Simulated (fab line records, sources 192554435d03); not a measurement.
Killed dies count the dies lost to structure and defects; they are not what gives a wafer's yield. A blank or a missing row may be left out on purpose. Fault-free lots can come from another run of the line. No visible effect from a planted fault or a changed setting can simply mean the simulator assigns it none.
fab line records || flow n5Finfet
[record] {"lots": 5, "wafers": 13, "lastDay": 18}
route steps=1938 shown BEOL_M15@1788 PASSIVATION@1936
lots that met no fault: taken from a fault-free run of the same line
startH: start of the lot's first displayed wafer, in hours after the record's first day || waitH: how many hours have passed since the lot's step before this one || " identical to the entry in the row above || L1.1+2: a single row standing in for several wafers || - no value, or no start given || * or withheld: withheld || < > ~ a bound
route shown NAME@n: NAME is a module with steps in the file, n the number in the route of the first one || usual: mean/standard deviation of fault-free wafers || same: alike in all rows || chamber/n: place in a boat || sites: readings site by site || _std_site: the standard deviation of these || _edge_site: mean of outer sites minus mean of inner sites || radiusMm: how far each site lies from the wafer's centre || mask NAME#n: copy n || behind: the last tool/chamber to shape the wafer || hold: cause of the lot's hold/its duration in hours/its outcome || device: which transistor (n, p or np) failed to switch || end of line: the same wafers' tests at the end of the route || a step without rows: its recipe alone || killed: at the first sort, the dies lost to defects and structure; wafer yield is something else || map: dies across one wafer; x = killed, . = not, _ = none there
set.NAME: the setting that was run; set.NAME@STEP: the one run at that earlier step || model.NAME: the simulator's own value behind a step, which no gauge read
certain route steps with their lots: each step a table, each wafer a row
services: the hour from which a tool's chamber was out of use, counted from the record's first day as startH (under 0 if before that day), plus the number of hours and why
[[steps]]
[step N5_BEOL_M15_VIA_ETCH_16]
[recipe] {"chemistry": "C4F8/O2/Ar", "target": "SiO2", "heInnerTorr": 15, "heOuterTorr": 30, "targetDepthA": 17922, "timeS": "withheld", "ionEnergyEv": 800, "pressureMtorr": 20, "sourceW": 1905, "biasW": 2040, "Ar_flow_sccm": 400, "C4F8_flow_sccm": 16, "O2_flow_sccm": 12, "ends": "cleared"}
[step N5_BEOL_M15_STRIP_63]
[recipe] {"chemistry": "O2", "powerW": 600, "tempC": 60, "pressureMtorr": 30, "rfFrequencyHz": 6e+07, "biasPowerW": 0, "overashFraction": 0.3, "o2FlowSccm": 225}
[step N5_BEOL_M15_STRIP_64]
[recipe] {"chemistry": "O2", "powerW": 600, "tempC": 60, "pressureMtorr": 30, "rfFrequencyHz": 6e+07, "biasPowerW": 0, "overashFraction": 0.3, "o2FlowSccm": 225}
[step N5_BEOL_M15_STRIP_65]
[recipe] {"chemistry": "postEtchResidueRemover", "timeS": 60, "tempC": 25, "removerPh": "withheld", "removerWaterWtPct": "withheld", "removerFluorideWtPct": "withheld"}
[step N5_BEOL_M15_SRD_66]
[recipe] {"timeS": 30, "tempC": 23, "rinseLiquid": "diw", "dry": "n2Spin", "spinRpm": 1500, "dryTimeS": 30}
[step N5_BEOL_M15_COAT_56]
[recipe] {"resist": "SOC", "tempC": 250, "timeS": 60, "spinRpm": 1500, "resistThkNm": 550}
[step N5_BEOL_M15_ETCH_57]
[recipe] {"chemistry": "N2/H2", "target": "SOC", "sourceW": 3000, "biasW": 350, "timeS": 750, "ionEnergyEv": 200, "pressureMtorr": 30, "n2FlowSccm": 200, "h2FlowSccm": 200}
[step N5_BEOL_M15_COAT_60]
[recipe] {"resist": "BARC", "tempC": 205, "timeS": 60, "spinRpm": 1500, "resistThkNm": 89}
[step N5_BEOL_M15_COAT_22]
[recipe] {"spinRpm": 1704, "resistThkNm": 800}
[step N5_BEOL_M15_EBR_24]
[recipe] {"solvent": "PGMEA", "ebrWidthMm": 1.5}
[step N5_BEOL_M15_SOFTBAKE_23]
[recipe] {"tempC": 130, "timeS": 60}
[step N5_BEOL_M15_EXPOSE_25]
[recipe] {"maskId": "M15", "na": 0.8, "sourceShape": "annular", "sigmaInner": 0.5, "sigmaOuter": 0.8, "polarization": "unpolarized", "targetCdNm": 400, "doseMj": 35.5}
[same] {"na": 0.8}
{"lot.wafer": "L496.2+4+6", "tool": "krfScanner-01", "chamber": 0, "startH": 266.85, "waitH": "-", "mask": "M15#0"}
{"lot.wafer": "L504.2+6", "tool": "krfScanner-01", "chamber": 0, "startH": 313.58, "waitH": "-", "mask": "M15#0"}
{"lot.wafer": "L505.3+6", "tool": "krfScanner-01", "chamber": 0, "startH": 330.31, "waitH": "-", "mask": "M15#0"}
{"lot.wafer": "L507.2+3+5", "tool": "krfScanner-01", "chamber": 0, "startH": 334.16, "waitH": "-", "mask": "M15#0"}
{"lot.wafer": "L518.2+4+6", "tool": "krfScanner-02", "chamber": 0, "startH": 410.48, "waitH": "-", "mask": "M15#0"}
[step N5_BEOL_M15_PEB_26]
[recipe] {"pebTempC": 130, "pebTimeS": 90}
[step N5_BEOL_M15_DEVELOP_27]
[recipe] {"developTimeS": 45, "rinseLiquid": "diw", "dry": "airSpin", "devTempC": 21}
[step N5_BEOL_M15_HARDBAKE_32]
[recipe] {"tempC": 130, "timeS": 120}
[step N5_BEOL_M15_CD_MEAS_28]
[recipe] {"targetCdNm": 407.6, "landingEnergyEv": 500, "detector": "seInlens"}
[usual] {"cdNm": "407.4/1.6"}
[same] {"landingEnergyEv": 500}
{"lot.wafer": "L496.2", "tool": "cdSem-02", "chamber": 0, "startH": 267.02, "waitH": "-", "cdNm": 407.5}
{"lot.wafer": "L496.4", "tool": "cdSem-02", "chamber": 0, "startH": 267.02, "waitH": "-", "cdNm": 406.9}
{"lot.wafer": "L496.6", "tool": "cdSem-02", "chamber": 0, "startH": 267.02, "waitH": "-", "cdNm": 408.6}
{"lot.wafer": "L504.2", "tool": "cdSem-01", "chamber": 0, "startH": 313.75, "waitH": "-", "cdNm": 454.2}
{"lot.wafer": "L504.6", "tool": "cdSem-01", "chamber": 0, "startH": 313.75, "waitH": "-", "cdNm": 408.2}
{"lot.wafer": "L505.3", "tool": "cdSem-02", "chamber": 0, "startH": 330.47, "waitH": "-", "cdNm": 455.0}
{"lot.wafer": "L505.6", "tool": "cdSem-02", "chamber": 0, "startH": 330.47, "waitH": "-", "cdNm": 407.6}
{"lot.wafer": "L507.2", "tool": "cdSem-01", "chamber": 0, "startH": 334.33, "waitH": "-", "cdNm": 453.0}
{"lot.wafer": "L507.3", "tool": "cdSem-01", "chamber": 0, "startH": 334.33, "waitH": "-", "cdNm": 452.6}
{"lot.wafer": "L507.5", "tool": "cdSem-01", "chamber": 0, "startH": 334.33, "waitH": "-", "cdNm": 404.8}
{"lot.wafer": "L518.2", "tool": "cdSem-03", "chamber": 0, "startH": 410.65, "waitH": "-", "cdNm": 409.3}
{"lot.wafer": "L518.4", "tool": "cdSem-03", "chamber": 0, "startH": 410.65, "waitH": "-", "cdNm": 410.1}
{"lot.wafer": "L518.6", "tool": "cdSem-03", "chamber": 0, "startH": 410.65, "waitH": "-", "cdNm": 408.1}
[step N5_BEOL_M15_DESCUM_33]
[recipe] {"chemistry": "O2", "timeS": 7.9, "sourcePowerW": 50, "biasPowerW": 20, "pressureMtorr": 20, "rfFrequencyHz": 2.712e+07, "tempC": 40, "o2FlowSccm": 225}
[usual] {"drypumpMotorCurrentA": "5.7/0.49", "oesProductAu": "0.80/0.093", "rfVppV": "243.2/1.5", "showerheadPlenumPTorr": "2.10/0.088", "throttleValvePct": "20.44/0.24"}
{"lot.wafer": "L496.2", "tool": "rieDiel-01", "chamber": 0, "startH": 267.24, "waitH": 0.2, "drypumpMotorCurrentA": 6.2, "oesProductAu": 0.69, "rfHoursCounterH": 220, "rfVppV": 243.7, "showerheadPlenumPTorr": 1.98, "throttleValvePct": 20.81, "model.BEOL_M15.cdNm": 407}
{"lot.wafer": "L496.4", "tool": "rieDiel-01", "chamber": 1, "startH": 267.24, "waitH": 0.2, "drypumpMotorCurrentA": 6.4, "oesProductAu": 0.73, "rfHoursCounterH": "-", "rfVppV": 242.4, "showerheadPlenumPTorr": 2.09, "throttleValvePct": 20.72, "model.BEOL_M15.cdNm": 406.8}
{"lot.wafer": "L496.6", "tool": "rieDiel-01", "chamber": 0, "startH": 267.24, "waitH": 0.2, "drypumpMotorCurrentA": 6.2, "oesProductAu": 0.69, "rfHoursCounterH": "-", "rfVppV": 241.6, "showerheadPlenumPTorr": 1.98, "throttleValvePct": 20.81, "model.BEOL_M15.cdNm": 408.6}
{"lot.wafer": "L504.2", "tool": "rieDiel-04", "chamber": 3, "startH": 313.84, "waitH": 0.0, "drypumpMotorCurrentA": 6.0, "oesProductAu": 0.90, "rfHoursCounterH": 16, "rfVppV": 243.8, "showerheadPlenumPTorr": 2.13, "throttleValvePct": 19.96, "model.BEOL_M15.cdNm": 454.2}
{"lot.wafer": "L504.6", "tool": "rieDiel-04", "chamber": 3, "startH": 313.84, "waitH": 0.0, "drypumpMotorCurrentA": 6.0, "oesProductAu": 0.90, "rfHoursCounterH": "-", "rfVppV": 244.0, "showerheadPlenumPTorr": 2.13, "throttleValvePct": 19.97, "model.BEOL_M15.cdNm": 407.8}
{"lot.wafer": "L505.3", "tool": "rieDiel-01", "chamber": 2, "startH": 330.71, "waitH": 0.2, "drypumpMotorCurrentA": 5.1, "oesProductAu": 0.74, "rfHoursCounterH": 181, "rfVppV": 243.5, "showerheadPlenumPTorr": 2.16, "throttleValvePct": 20.49, "model.BEOL_M15.cdNm": 455.2}
{"lot.wafer": "L505.6", "tool": "rieDiel-01", "chamber": 2, "startH": 330.71, "waitH": 0.2, "drypumpMotorCurrentA": 5.1, "oesProductAu": 0.73, "rfHoursCounterH": "-", "rfVppV": 243.8, "showerheadPlenumPTorr": 2.16, "throttleValvePct": 20.49, "model.BEOL_M15.cdNm": 407.6}
{"lot.wafer": "L507.2", "tool": "rieDiel-04", "chamber": 2, "startH": 334.69, "waitH": 0.3, "drypumpMotorCurrentA": 5.9, "oesProductAu": 0.80, "rfHoursCounterH": 103, "rfVppV": 244.5, "showerheadPlenumPTorr": 2.13, "throttleValvePct": 20.46, "model.BEOL_M15.cdNm": 452.8}
{"lot.wafer": "L507.3", "tool": "rieDiel-04", "chamber": 0, "startH": 334.69, "waitH": 0.3, "drypumpMotorCurrentA": 5.3, "oesProductAu": 0.71, "rfHoursCounterH": 227, "rfVppV": 244.1, "showerheadPlenumPTorr": 2.16, "throttleValvePct": 20.65, "model.BEOL_M15.cdNm": 452.6}
{"lot.wafer": "L507.5", "tool": "rieDiel-04", "chamber": 1, "startH": 334.69, "waitH": 0.3, "drypumpMotorCurrentA": 5.4, "oesProductAu": 0.96, "rfHoursCounterH": "-", "rfVppV": 245.1, "showerheadPlenumPTorr": 2.13, "throttleValvePct": 20.61, "model.BEOL_M15.cdNm": 405.2}
{"lot.wafer": "L518.2", "tool": "rieDiel-06", "chamber": 2, "startH": 410.74, "waitH": 0.0, "drypumpMotorCurrentA": 4.8, "oesProductAu": 0.80, "rfHoursCounterH": 84, "rfVppV": 243.5, "showerheadPlenumPTorr": 2.19, "throttleValvePct": 20.28, "model.BEOL_M15.cdNm": 408.4}
{"lot.wafer": "L518.4", "tool": "rieDiel-06", "chamber": 3, "startH": 410.74, "waitH": 0.0, "drypumpMotorCurrentA": 6.1, "oesProductAu": 0.85, "rfHoursCounterH": 51, "rfVppV": 241.0, "showerheadPlenumPTorr": 2.06, "throttleValvePct": 20.45, "model.BEOL_M15.cdNm": 409.8}
{"lot.wafer": "L518.6", "tool": "rieDiel-06", "chamber": 3, "startH": 410.74, "waitH": 0.0, "drypumpMotorCurrentA": 6.2, "oesProductAu": 0.84, "rfHoursCounterH": "-", "rfVppV": 241.7, "showerheadPlenumPTorr": 2.06, "throttleValvePct": 20.45, "model.BEOL_M15.cdNm": 408}
[step N5_BEOL_M15_ETCH_61]
[recipe] {"chemistry": "N2/H2", "target": "BARC", "targetDepthA": 890, "overetchA": 267, "timeS": 67.9, "ionEnergyEv": 200, "pressureMtorr": 30, "sourceW": 840, "biasW": 150, "n2FlowSccm": 200, "h2FlowSccm": 200}
[step N5_BEOL_M15_TRENCH_ETCH_34]
[recipe] {"chemistry": "C4F8/O2/Ar", "target": "SiO2", "targetDepthA": 8729.3, "heInnerTorr": 15, "heOuterTorr": 30, "timeS": 199, "ionEnergyEv": 800, "pressureMtorr": 20, "sourceW": 1905, "biasW": 2040, "Ar_flow_sccm": 400, "C4F8_flow_sccm": 16, "O2_flow_sccm": 12}
[step N5_BEOL_M15_STRIP_36]
[recipe] {"chemistry": "O2", "powerW": 600, "tempC": 60, "pressureMtorr": 30, "rfFrequencyHz": 6e+07, "biasPowerW": 0, "overashFraction": 0.3, "o2FlowSccm": 225}
[step N5_BEOL_M15_STRIP_62]
[recipe] {"chemistry": "O2", "powerW": 600, "tempC": 60, "pressureMtorr": 30, "rfFrequencyHz": 6e+07, "biasPowerW": 0, "overashFraction": 0.3, "o2FlowSccm": 225}
[step N5_BEOL_M15_STRIP_37]
[recipe] {"chemistry": "O2", "powerW": 600, "tempC": 60, "pressureMtorr": 30, "rfFrequencyHz": 6e+07, "biasPowerW": 0, "overashFraction": 0.3, "o2FlowSccm": 225}
[step N5_BEOL_M15_ETCH_38]
[recipe] {"chemistry": "CF4/N2", "target": "SiCN", "targetDepthA": 1064, "taperDeg": 2, "timeS": 120.5, "ionEnergyEv": 150, "maskMaterial": "SiO2", "pressureMtorr": 40, "sourceW": 430, "biasW": 70, "Ar_flow_sccm": 100, "cf4FlowSccm": 60, "n2FlowSccm": 60}
[usual] {"drypumpMotorCurrentA": "5.7/0.46", "oesProductAu": "0.81/0.093", "rfVppV": "382.5/2.3", "showerheadPlenumPTorr": "2.21/0.087", "throttleValvePct": "15.43/0.24"}
{"lot.wafer": "L496.2", "tool": "rieDiel-04", "chamber": 1, "startH": "-", "waitH": "-", "drypumpMotorCurrentA": 5.4, "oesProductAu": 0.70, "rfHoursCounterH": 249, "rfVppV": 384.1, "showerheadPlenumPTorr": 2.25, "throttleValvePct": 15.93, "model.BEOL_M15.cdNm": 399.4}
{"lot.wafer": "L496.4", "tool": "rieDiel-04", "chamber": 0, "startH": "-", "waitH": "-", "drypumpMotorCurrentA": 5.3, "oesProductAu": 0.73, "rfHoursCounterH": "-", "rfVppV": 383.8, "showerheadPlenumPTorr": 2.27, "throttleValvePct": 15.57, "model.BEOL_M15.cdNm": 399}
{"lot.wafer": "L496.6", "tool": "rieDiel-04", "chamber": 2, "startH": "-", "waitH": "-", "drypumpMotorCurrentA": 5.9, "oesProductAu": 0.80, "rfHoursCounterH": "-", "rfVppV": 383.6, "showerheadPlenumPTorr": 2.23, "throttleValvePct": 15.29, "model.BEOL_M15.cdNm": 400.8}
{"lot.wafer": "L504.2", "tool": "rieDiel-06", "chamber": 0, "startH": "-", "waitH": "-", "drypumpMotorCurrentA": 5.6, "oesProductAu": 0.69, "rfHoursCounterH": 232, "rfVppV": 383.9, "showerheadPlenumPTorr": 2.26, "throttleValvePct": 15.74, "model.BEOL_M15.cdNm": 445.6}
{"lot.wafer": "L504.6", "tool": "rieDiel-06", "chamber": 1, "startH": "-", "waitH": "-", "drypumpMotorCurrentA": 5.5, "oesProductAu": 0.75, "rfHoursCounterH": "-", "rfVppV": 378.3, "showerheadPlenumPTorr": 2.03, "throttleValvePct": 15.40, "model.BEOL_M15.cdNm": 399.8}
{"lot.wafer": "L505.3", "tool": "rieDiel-04", "chamber": 3, "startH": "-", "waitH": "-", "drypumpMotorCurrentA": 6.0, "oesProductAu": 0.89, "rfHoursCounterH": 21, "rfVppV": 382.6, "showerheadPlenumPTorr": 2.25, "throttleValvePct": 15.09, "model.BEOL_M15.cdNm": 447.4}
{"lot.wafer": "L505.6", "tool": "rieDiel-04", "chamber": 0, "startH": "-", "waitH": "-", "drypumpMotorCurrentA": 5.3, "oesProductAu": 0.71, "rfHoursCounterH": "-", "rfVppV": 384.1, "showerheadPlenumPTorr": 2.26, "throttleValvePct": 15.61, "model.BEOL_M15.cdNm": 400.4}
{"lot.wafer": "L507.2", "tool": "rieDiel-06", "chamber": 1, "startH": "-", "waitH": "-", "drypumpMotorCurrentA": 5.6, "oesProductAu": 0.74, "rfHoursCounterH": 175, "rfVppV": 378.6, "showerheadPlenumPTorr": 2.03, "throttleValvePct": 15.42, "model.BEOL_M15.cdNm": 445.8}
{"lot.wafer": "L507.3", "tool": "rieDiel-06", "chamber": 2, "startH": "-", "waitH": "-", "drypumpMotorCurrentA": 4.8, "oesProductAu": 0.86, "rfHoursCounterH": 62, "rfVppV": 386.1, "showerheadPlenumPTorr": 2.33, "throttleValvePct": 15.35, "model.BEOL_M15.cdNm": 443.8}
{"lot.wafer": "L507.5", "tool": "rieDiel-06", "chamber": 1, "startH": "-", "waitH": "-", "drypumpMotorCurrentA": 5.6, "oesProductAu": 0.74, "rfHoursCounterH": "-", "rfVppV": 379.9, "showerheadPlenumPTorr": 2.03, "throttleValvePct": 15.40, "model.BEOL_M15.cdNm": 395.8}
{"lot.wafer": "L518.2", "tool": "rieDiel-06", "chamber": 3, "startH": "-", "waitH": "-", "drypumpMotorCurrentA": 6.1, "oesProductAu": 0.86, "rfHoursCounterH": 52, "rfVppV": 381.5, "showerheadPlenumPTorr": 2.14, "throttleValvePct": 15.22, "model.BEOL_M15.cdNm": 401.4}
{"lot.wafer": "L518.4", "tool": "rieDiel-06", "chamber": 1, "startH": "-", "waitH": "-", "drypumpMotorCurrentA": 5.5, "oesProductAu": 0.72, "rfHoursCounterH": 196, "rfVppV": 377.1, "showerheadPlenumPTorr": 2.03, "throttleValvePct": 15.47, "model.BEOL_M15.cdNm": 402.4}
{"lot.wafer": "L518.6", "tool": "rieDiel-06", "chamber": 0, "startH": "-", "waitH": "-", "drypumpMotorCurrentA": 5.6, "oesProductAu": 0.92, "rfHoursCounterH": "-", "rfVppV": 383.9, "showerheadPlenumPTorr": 2.25, "throttleValvePct": 15.29, "model.BEOL_M15.cdNm": 400.2}
[step N5_BEOL_M15_PRECLEAN_39]
[recipe] {"chemistry": "residueRemover", "timeS": 60, "tempC": 40}
[step N5_PASSIVATION_PROBE_49]
[usual] {"defectLimitedYield": "91.3/1.3", "killed_at_M0_to_M3": "35/9.3", "killed_at_M4_up": "14/5.2", "killedAtContacts": "12/5.9", "killedAtFrontEnd": "38/11", "killedAtOther": "4/3.7", "killedDies": "103/15", "killedOnRim": "14/4", "killedOpen": "67/12", "killedShort": "34/8", "sort_bin_5_function": "5.1/0.88", "sort_bin_6_memory": "3.3/0.65", "sortNPass": "1077/15", "sortYieldPct": "91.3/1.3"}
[same] {"grossDies": 1180, "killedAtBackSide": 0, "sort_bin_4_leakage[%]": 0, "sort_bin_8_speed[%]": 0}
{"lot.wafer": "L504.2", "tool": "prober-01", "chamber": "-", "startH": 332.21, "waitH": 0.1, "defectLimitedYield[%]": 89.8, "killed_at_M0_to_M3": 45, "killed_at_M4_up": 42, "killedAtContacts": 2, "killedAtFrontEnd": 28, "killedAtOther": 3, "killedDies": 120, "killedOnRim": 33, "killedOpen": 57, "killedShort": 30, "sort_bin_5_function[%]": 4.7, "sort_bin_6_memory[%]": 2.3, "sortNPass": 1060, "sortYieldPct[%]": 89.8}
{"lot.wafer": "L505.3", "tool": "prober-02", "chamber": "-", "startH": 348.20, "waitH": 0.1, "defectLimitedYield[%]": 85.7, "killed_at_M0_to_M3": 20, "killed_at_M4_up": 54, "killedAtContacts": 24, "killedAtFrontEnd": 54, "killedAtOther": 17, "killedDies": 169, "killedOnRim": 35, "killedOpen": 71, "killedShort": 50, "sort_bin_5_function[%]": 5.8, "sort_bin_6_memory[%]": 4.3, "sortNPass": 1011, "sortYieldPct[%]": 85.7}
{"lot.wafer": "L507.2", "tool": "prober-01", "chamber": "-", "startH": 356.01, "waitH": 0.1, "defectLimitedYield[%]": 88.0, "killed_at_M0_to_M3": 48, "killed_at_M4_up": 47, "killedAtContacts": 14, "killedAtFrontEnd": 29, "killedAtOther": 4, "killedDies": 142, "killedOnRim": 31, "killedOpen": 73, "killedShort": 36, "sort_bin_5_function[%]": 5.3, "sort_bin_6_memory[%]": 3.5, "sortNPass": 1038, "sortYieldPct[%]": 88.0}
{"lot.wafer": "L507.3", "tool": "prober-01", "chamber": "-", "startH": 356.06, "waitH": 0.1, "defectLimitedYield[%]": 90.9, "killed_at_M0_to_M3": 36, "killed_at_M4_up": 33, "killedAtContacts": 5, "killedAtFrontEnd": 29, "killedAtOther": 4, "killedDies": 107, "killedOnRim": 24, "killedOpen": 42, "killedShort": 42, "sort_bin_5_function[%]": 4.1, "sort_bin_6_memory[%]": 2.6, "sortNPass": 1073, "sortYieldPct[%]": 90.9}
// killed by level:class
L504.2 BEOL_M15:areaExpose=33 BEOL_M0_SAQP:geometricParticle:short=14 BEOL_M0_SAQP:geometricParticle:open=9 BEOL_M3:geometricParticle:open=7 BEOL_M1:geometricParticle:open=7 BEOL_M2:geometricParticle:open=6 STI_FIN_REVEAL:geometricParticle:open=5 GATE_CUT:geometricParticle:open=5
L505.3 BEOL_M15:areaExpose=43 MOL_CONTACT_COAG:geometricParticle:open=19 FIN_SAQP:geometricParticle:short=14 STI_FIN_REVEAL:geometricParticle:open=10 BEOL_M0_SAQP:geometricParticle:short=10 FIN_SAQP:geometricParticle:open=8 MIM_TOP_ETCH:geometricParticle:open=7 STARTING-WAFER:geometricParticle:short=7
L507.2 BEOL_M15:areaExpose=33 MOL_CONTACT_COAG:geometricParticle:open=12 BEOL_M0_SAQP:geometricParticle:open=11 BEOL_M2:geometricParticle:open=11 BEOL_M0_SAQP:geometricParticle:short=8 FIN_SAQP:geometricParticle:short=7 DUMMY_GATE:geometricParticle:open=7 BEOL_M3:geometricParticle:open=6
L507.3 BEOL_M15:areaExpose=22 BEOL_M0_SAQP:geometricParticle:short=15 BEOL_M0_SAQP:geometricParticle:open=7 FIN_SAQP:geometricParticle:short=4 DUMMY_GATE:geometricParticle:open=4 STARTING-WAFER:geometricParticle:short=4 BEOL_M3:geometricParticle:open=4 STI_FIN_REVEAL:geometricParticle:open=3
// map L504.2 (x killed, . not)
_________________.xxxx.....x.________________
______________xx..x..xx......x.._____________
___________...xx..x..........x....x__________
__________..............x......x...._________
________.x..x....x.....x......x....x.x_______
_______xx............................x.______
______x....x........x.................x._____
_____.........x................x.......x.____
____........x......x..........x.........xx___
___...................................xx...__
___....xx..x...x..........................x__
__............................xx.........x.x_
__.x.......x................................_
_...x.............x..........................
_.xx....................xx..........xx......x
_............................................
_x....x...........................x.....x..x.
_.....x..........x........x.........xx.....x.
_................x...........x.....x.x.....x.
_.........x..........x..x....x...x..xx.......
_.................x......x...xx...........x..
__........x................................._
__..x....x.......x......x...........x......._
___....x.....x..........x........x.........__
___......xx.........................x......__
____....x..........................x....xx___
_____.......x...........................x____
______x.............................x..._____
_______....................x......x.x..______
________...x..................x......x_______
__________.x........................_________
___________...x.................x..__________
______________.................._____________
_________________............________________
// map L505.3 (x killed, . not)
_________________xx...x...x.x________________
______________x.xx..xx..x..x...._____________
___________xx.x..x...x.x..x.......x__________
__________.............x..........xx_________
________x.xxx..x....x......x....x.xx.._______
_______...x...x...xx........x........x.______
______......x....x..x...............x.xx_____
_____.xx.........x...................x...____
____..............x.......x........x......___
___...x.........x...x..........x...xx.x.xxx__
___......x...x......x..........x......x.x..__
__.....x..............x..x.................._
__...........x...........x.....x.x.........._
_.xx..........x..........x...........x......x
_x........x.......x..x........x...........xxx
_...............xx....x..................x...
_..xx...............x....................x..x
_x..x....x...x....x.x...x......x..x....xx.x..
_..............x...x.x...........x..x........
_........x......xx......x........x...........
_..x...x................x..xxx......x........
__......x.x..x......x....x.................._
__x.x..................................xx.xx_
___.........x..x...x.......x..xx...........__
___...x........x.............x..x.....x....__
____.......................x......x...x...___
_____..........x.......................x.____
______..........x.xx.x........x........._____
_______......x...................x.....______
________.............x................_______
__________..x..........x............_________
___________......xx....x...........__________
______________................x._____________
_________________x...........________________
[[services]]
{"tool": "rieDiel-01", "chamber": 2, "startH": 244.51, "hours": 16.5, "kind": "repair"}
{"tool": "krfScanner-02", "chamber": "-", "startH": 247.31, "hours": 0.8, "kind": "pm"}
{"tool": "krfScanner-01", "chamber": "-", "startH": 250.84, "hours": 1.0, "kind": "pm"}
{"tool": "krfScanner-01", "chamber": "-", "startH": 273.01, "hours": 4.0, "kind": "pm"}
{"tool": "krfScanner-01", "chamber": "-", "startH": 279.73, "hours": 1.3, "kind": "pm"}
{"tool": "rieDiel-06", "chamber": 0, "startH": 287.07, "hours": 4.0, "kind": "repair"}
{"tool": "rieDiel-01", "chamber": 1, "startH": 288.75, "hours": 1.8, "kind": "repair"}
{"tool": "krfScanner-02", "chamber": "-", "startH": 311.07, "hours": 4.0, "kind": "pm"}
{"tool": "krfScanner-01", "chamber": "-", "startH": 314.06, "hours": 2.6, "kind": "repair"}
{"tool": "rieDiel-01", "chamber": 2, "startH": 333.70, "hours": 4.4, "kind": "repair"}
{"tool": "krfScanner-01", "chamber": "-", "startH": 338.39, "hours": 4.4, "kind": "pm"}
{"tool": "rieDiel-01", "chamber": 3, "startH": 341.29, "hours": 5.2, "kind": "repair"}
{"tool": "rieDiel-01", "chamber": 1, "startH": 352.93, "hours": 1.8, "kind": "repair"}
{"tool": "rieDiel-04", "chamber": 1, "startH": 357.76, "hours": 5.1, "kind": "repair"}
{"tool": "krfScanner-02", "chamber": "-", "startH": 359.60, "hours": 1.0, "kind": "pm"}
{"tool": "rieDiel-06", "chamber": 0, "startH": 368.32, "hours": "-", "kind": "clean"}
{"tool": "rieDiel-06", "chamber": 0, "startH": 368.32, "hours": "-", "kind": "consumableReplace:focusRing"}
{"tool": "rieDiel-06", "chamber": 0, "startH": 368.32, "hours": 10.8, "kind": "scheduledDown"}
{"tool": "krfScanner-02", "chamber": "-", "startH": 368.55, "hours": 1.3, "kind": "pm"}
{"tool": "krfScanner-02", "chamber": "-", "startH": 369.85, "hours": 3.6, "kind": "pm"}
{"tool": "krfScanner-02", "chamber": "-", "startH": 379.76, "hours": 4.4, "kind": "pm"}
{"tool": "rieDiel-06", "chamber": 2, "startH": 387.16, "hours": 5.1, "kind": "repair"}
{"tool": "krfScanner-01", "chamber": "-", "startH": 389.21, "hours": 0.8, "kind": "pm"}
{"tool": "rieDiel-06", "chamber": 1, "startH": 390.05, "hours": 9.0, "kind": "repair"}
[[key]]
[firstSign] {"step": "N5_BEOL_M15_CD_MEAS_28", "reading": "cdNm", "direction": "up", "sigmas": 30, "usual": 407.4, "struck": 453.7}
[effect] {"step": "N5_PASSIVATION_PROBE_49", "reading": "killed_at_M4_up", "direction": "up", "sigmas": 5.8, "usual": 14, "struck": 44}
[modelEffect] {"step": "N5_BEOL_M15_DESCUM_33", "value": "BEOL_M15.cdNm", "without": 406.6, "struck": 453.7}
[modelEffect] {"step": "N5_BEOL_M15_ETCH_38", "value": "BEOL_M15.cdNm", "without": 398.5, "struck": 445.7}
[moreKillsBornAt] {"N5_BEOL_M15_EXPOSE_25@krfScanner-01": 131}
metAt N5_BEOL_M15_EXPOSE_25
struckWafers L504.2,L505.3,L507.2,L507.3
onsetBetween 266.85 313.58
[fault] {"kind": "processParameterDrift", "tool": "krfScanner-01", "chamber": "-", "onsetH": 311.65, "steps": "N5_BEOL_M15_EXPOSE_25", "channel": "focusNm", "offset": 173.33, "shape": "step", "endH": 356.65, "scope": "struckWafersOnly"}
